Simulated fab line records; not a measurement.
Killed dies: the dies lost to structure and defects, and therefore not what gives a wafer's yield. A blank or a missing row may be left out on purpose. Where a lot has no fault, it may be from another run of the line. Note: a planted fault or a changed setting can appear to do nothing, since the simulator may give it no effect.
The tool behind it: which one? | flow n5_finfet | 27 wafers from 9 lots sampled at 5 of the route's 1938 steps

== WHAT THE GAUGES SHOWED, per wafer ==
N5_BEOL_M4_RC_MEAS_101. Usual: DIBL_N 36.4 mV/V, standard deviation 1.4; DIBL_P 36.3 mV/V, standard deviation 1.8; IOFF_N 0.163 nA/um, standard deviation 0.024; IOFF_P 0.21 nA/um, standard deviation 0.034; ION_N 673 uA/um, standard deviation 11; ION_P 461 uA/um, standard deviation 7.4; SS_N 71.6 mV/dec, standard deviation 0.52; SS_P 73.3 mV/dec, standard deviation 0.58; VT_N 249.4 mV, standard deviation 2.5; VT_P -250 mV, standard deviation 3.5.
lot  | measured     | on        | DIBL_N (mV/V)  | DIBL_P (mV/V)  | IOFF_N (nA/um)    | IOFF_P (nA/um) | ION_N (uA/um) | ION_P (uA/um) | SS_N (mV/dec)  | SS_P (mV/dec)  | VT_N (mV)         | VT_P (mV)      | flag
L447 | day 8 00:08  | prober-02 | 36.6 35.5 36.9 | 36.5 34.1 37.0 | 0.169 0.153 0.187 | 0.20 0.18 0.21 | 686 669 699   | 462 451 465   | 70.9 70.7 71.5 | 72.7 72.3 73.4 | 248.1 248.6 246.2 | -253 -252 -252 |
L449 | day 8 07:10  | prober-01 | 37.2 37.2 37.5 | 38.0 37.4 38.2 | 0.170 0.169 0.181 | 0.25 0.24 0.24 | 663 668 666   | 456 462 459   | 71.9 71.2 71.9 | 73.8 73.4 73.8 | 245.9 249.0 246.9 | -246 -248 -248 |
L459 | day 10 23:44 | prober-01 | 35.9 38.3 35.1 | 36.1 39.3 35.2 | 0.165 0.228 0.151 | 0.21 0.28 0.20 | 677 700 670   | 465 470 458   | 71.0 71.9 71.2 | 73.2 74.8 73.3 | 247.3 245.2 249.2 | -251 -246 -251 |
L461 | day 11 17:55 | prober-01 | 35.4 35.2 37.6 | 36.1 35.5 38.1 | 0.172 0.160 0.204 | 0.22 0.21 0.25 | 688 664 683   | 466 464 463   | 72.0 70.9 71.9 | 73.5 73.1 74.3 | 246.6 251.5 245.7 | -246 -246 -245 |
L463 | day 11 21:12 | prober-02 | 37.7 35.0 35.7 | 35.9 33.7 33.7 | 0.174 0.124 0.138 | 0.21 0.17 0.17 | 663 661 653   | 451 455 448   | 72.5 71.4 71.8 | 73.4 73.3 72.7 | 252.2 254.1 252.6 | -249 -250 -256 |
L465 | day 11 22:14 | prober-01 | 35.6 35.3 37.2 | 34.6 34.4 37.2 | 0.142 0.139 0.175 | 0.17 0.17 0.21 | 658 671 675   | 449 454 463   | 71.2 71.2 71.5 | 72.6 72.4 73.6 | 251.1 253.0 246.6 | -254 -258 -252 |
L467 | day 12 22:25 | prober-01 | 39.8 38.6 38.2 | 39.1 37.8 37.4 | 0.201 0.186 0.171 | 0.26 0.25 0.23 | 667 684 666   | 458 467 463   | 71.8 71.5 71.7 | 74.0 73.6 73.3 | 250.8 249.1 248.9 | -245 -245 -247 |
L469 | day 13 12:08 | prober-02 | 35.3 34.5 35.9 | 31.4 30.9 32.4 | 0.130 0.117 0.137 | 0.15 0.14 0.16 | 674 669 660   | 453 450 446   | 71.3 70.8 70.6 | 72.9 72.6 72.0 | 250.6 251.5 250.8 | -258 -257 -255 |
L470 | day 13 18:05 | prober-01 | 37.4 40.3 36.6 | 35.5 38.7 33.9 | 0.158 0.217 0.146 | 0.23 0.30 0.22 | 674 691 656   | 466 465 458   | 71.0 72.4 71.6 | 73.2 73.9 72.1 | 249.3 245.3 254.2 | -247 -242 -247 |

== WHAT TOOL EACH LOT RAN ON (gives the tool, then ch and the chambers of the sampled wafers, and finally the start) ==
lot  | N5_BEOL_M3_SPUTTER_96        | N5_BEOL_M3_CO_CAP_55             | N5_BEOL_M4_ETCH_74                 | N5_BEOL_M4_ETCH_64
L447 | pvd_sputter-02, day 7 14:52  | cvd_co-01 ch 0,1,2, day 7 15:55  | rie_diel-03 ch 0,2, day 7 16:59    | rie_diel-03 ch 0,2, day 7 17:02
L449 | pvd_sputter-03, day 7 19:46  | cvd_co-02 ch 0,1,2, day 7 20:42  | rie_diel-04 ch 0,2,3, day 7 21:52  | rie_diel-04 ch 0,2,3, day 7 21:55
L459 | pvd_sputter-01, day 10 09:19 | cvd_co-01 ch 1,2, day 10 10:16   | rie_diel-06 ch 0,1,2, day 10 12:59 | rie_diel-06 ch 0,1,2, day 10 13:02
L461 | pvd_sputter-03, day 10 18:44 | cvd_co-01 ch 0,1, day 10 19:43   | rie_diel-06 ch 0,2, day 10 22:18   | rie_diel-06 ch 0,2, day 10 22:20
L463 | pvd_sputter-03, day 11 09:04 | cvd_co-01 ch 0,1, day 11 09:57   | rie_diel-03 ch 0,1,2, day 11 11:34 | rie_diel-03 ch 0,1,2, day 11 11:37
L465 | pvd_sputter-03, day 11 12:13 | cvd_co-02 ch 0,1,2, day 11 13:05 | rie_diel-03 ch 1,2,3, day 11 14:53 | rie_diel-03 ch 1,2,3, day 11 14:55
L467 | pvd_sputter-02, day 12 01:11 | cvd_co-02 ch 1,2, day 12 02:04   | rie_diel-04 ch 1,3, day 12 03:40   | rie_diel-04 ch 1,3, day 12 03:42
L469 | pvd_sputter-01, day 13 00:08 | cvd_co-02 ch 1,2, day 13 01:04   | rie_diel-04 ch 0,1,3, day 13 03:47 | rie_diel-04 ch 0,1,3, day 13 03:49
L470 | pvd_sputter-01, day 13 07:35 | cvd_co-02 ch 0,1,2, day 13 08:29 | rie_diel-04 ch 0,1, day 13 09:53   | rie_diel-04 ch 0,1, day 13 09:56
- N5_BEOL_M3_SPUTTER_96: material Cu, target thk 4.5 nm, time 8.29 s.
- N5_BEOL_M3_CO_CAP_55: material Co, precursor CCTBA/H2, target thk 2 nm, time 102.1 s.
- N5_BEOL_M4_ETCH_74: etches underlayer in N2/H2, target depth 6.5 nm, time 5.2 s.
- N5_BEOL_M4_ETCH_64: etches SOC in N2/H2, target depth 75 nm, overetch 22.5 nm, time 121.9 s.

== AS READ BY THE TOOLS THEMSELVES (means over the sampled wafers that have a number; for cases with no such wafer, the mark the record gives instead) ==
N5_BEOL_M3_SPUTTER_96. Usual: throttle_valve_pct 30.2 %, standard deviation 1.2.
lot  | tool           | throttle_valve_pct (%) | flag
L447 | pvd_sputter-02 | 31.1                   |
L449 | pvd_sputter-03 | 30.4                   |
L459 | pvd_sputter-01 | 30.4                   |
L461 | pvd_sputter-03 | 30.4                   |
L463 | pvd_sputter-03 | 30.6                   |
L465 | pvd_sputter-03 | 30.1                   |
L467 | pvd_sputter-02 | 31.2                   |
L469 | pvd_sputter-01 | 30.5                   |
L470 | pvd_sputter-01 | 30.0                   |

N5_BEOL_M3_CO_CAP_55. Usual: heater_power_w 254 W, standard deviation 34.
lot  | tool      | heater_power_w (W) | flag
L447 | cvd_co-01 | 260                |
L449 | cvd_co-02 | 248                |
L459 | cvd_co-01 | 265                |
L461 | cvd_co-01 | 289                |
L463 | cvd_co-01 | 260                |
L465 | cvd_co-02 | 246                |
L467 | cvd_co-02 | 247                |
L469 | cvd_co-02 | 251                |
L470 | cvd_co-02 | 247                |

N5_BEOL_M4_ETCH_74. Usual: drypump_motor_current_A 5.5 A, standard deviation 0.33; etch_rf_on_time_s 5.18 s, standard deviation 0.093; oes_product_au 0.70 a.u., standard deviation 0.071; rf_vpp_V 524.4 V, standard deviation 2.6; showerhead_plenum_p_Torr 2.57 Torr, standard deviation 0.081; throttle_valve_pct 17.8 %, standard deviation 0.33.
lot  | tool        | drypump_motor_current_A (A) | etch_rf_on_time_s (s) | oes_product_au (a.u.) | rf_vpp_V (V) | showerhead_plenum_p_Torr (Torr) | throttle_valve_pct (%) | flag
L447 | rie_diel-03 | 5.3                         | 5.22                  | 0.76                  | 523.1        | 2.56                            | 17.7                   |
L449 | rie_diel-04 | 5.5                         | 5.05                  | 0.75                  | 526.6        | 2.63                            | 17.6                   |
L459 | rie_diel-06 | 5.3                         | 4.64                  | 0.70                  | 522.3        | 2.48                            | 18.0                   | OFF
L461 | rie_diel-06 | 5.3                         | 4.71                  | 0.68                  | 523.3        | 2.50                            | 17.8                   | OFF
L463 | rie_diel-03 | 5.5                         | 5.28                  | 0.74                  | 523.1        | 2.55                            | 17.6                   |
L465 | rie_diel-03 | 5.6                         | 5.20                  | 0.76                  | 525.8        | 2.59                            | 17.7                   |
L467 | rie_diel-04 | 5.6                         | 5.10                  | 0.73                  | 524.6        | 2.58                            | 17.5                   |
L469 | rie_diel-04 | 5.5                         | 5.19                  | 0.70                  | 526.1        | 2.61                            | 17.8                   |
L470 | rie_diel-04 | 5.5                         | 5.16                  | 0.69                  | 526.8        | 2.65                            | 18.0                   |

N5_BEOL_M4_ETCH_64. Usual: drypump_motor_current_A 5.5 A, standard deviation 0.33; oes_product_au 0.62 a.u., standard deviation 0.061; rf_vpp_V 524.5 V, standard deviation 2.4; showerhead_plenum_p_Torr 2.57 Torr, standard deviation 0.082; throttle_valve_pct 17.8 %, standard deviation 0.33.
lot  | tool        | drypump_motor_current_A (A) | oes_product_au (a.u.) | rf_vpp_V (V) | showerhead_plenum_p_Torr (Torr) | throttle_valve_pct (%) | flag
L447 | rie_diel-03 | 5.3                         | 0.68                  | 524.5        | 2.56                            | 17.6                   |
L449 | rie_diel-04 | 5.5                         | 0.65                  | 526.3        | 2.63                            | 17.5                   |
L459 | rie_diel-06 | 5.3                         | 0.58                  | 521.5        | 2.48                            | 18.0                   |
L461 | rie_diel-06 | 5.3                         | 0.56                  | 522.8        | 2.50                            | 17.8                   |
L463 | rie_diel-03 | 5.5                         | 0.66                  | 524.2        | 2.55                            | 17.6                   |
L465 | rie_diel-03 | 5.7                         | 0.68                  | 525.3        | 2.59                            | 17.7                   |
L467 | rie_diel-04 | 5.6                         | 0.65                  | 525.5        | 2.58                            | 17.4                   |
L469 | rie_diel-04 | 5.6                         | 0.63                  | 524.8        | 2.61                            | 17.7                   |
L470 | rie_diel-04 | 5.5                         | 0.61                  | 527.4        | 2.65                            | 18.0                   |

== THE ANSWER, worked out from the rows above alone ==
Rule: lot off if the mean of its wafers having a number is beyond 3 standard deviations from the usual mean. Also off: a lot with no number at a reading for which 4 or more lots have one. Where the step has rows for the other lots, those lots are counted as sound. The gauges are gone through in route order, then the tools' own readings, and for those a lot's mean is taken as printed above. The first step at which some lot is off is used, and at that step the reading that is off furthest; a lot without a number counts as furthest.
Off: L459, L461, at N5_BEOL_M4_ETCH_74 (etch_rf_on_time_s).
If a tool, at that step or one of the process steps before it, ran each lot that is off and ran no sound lot following the first of them, it fits. One candidate fits, namely rie_diel-06 at N5_BEOL_M4_ETCH_74. It ran no sound lot before its first lot that is off in this sample, so the start can't be narrowed down.
On the lots that are off, the tool's own readings at N5_BEOL_M4_ETCH_74 differ by more than 5 times the standard deviation of the sound lots' means, which bears it out; etch_rf_on_time_s reads 4.67 s there versus 5.17 s on the sound lots.

== WHAT THE SIMULATOR HAD INSERTED ==
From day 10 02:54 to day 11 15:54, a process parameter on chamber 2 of rie_diel-06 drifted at N5_BEOL_M4_ETCH_74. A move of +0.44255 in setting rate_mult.
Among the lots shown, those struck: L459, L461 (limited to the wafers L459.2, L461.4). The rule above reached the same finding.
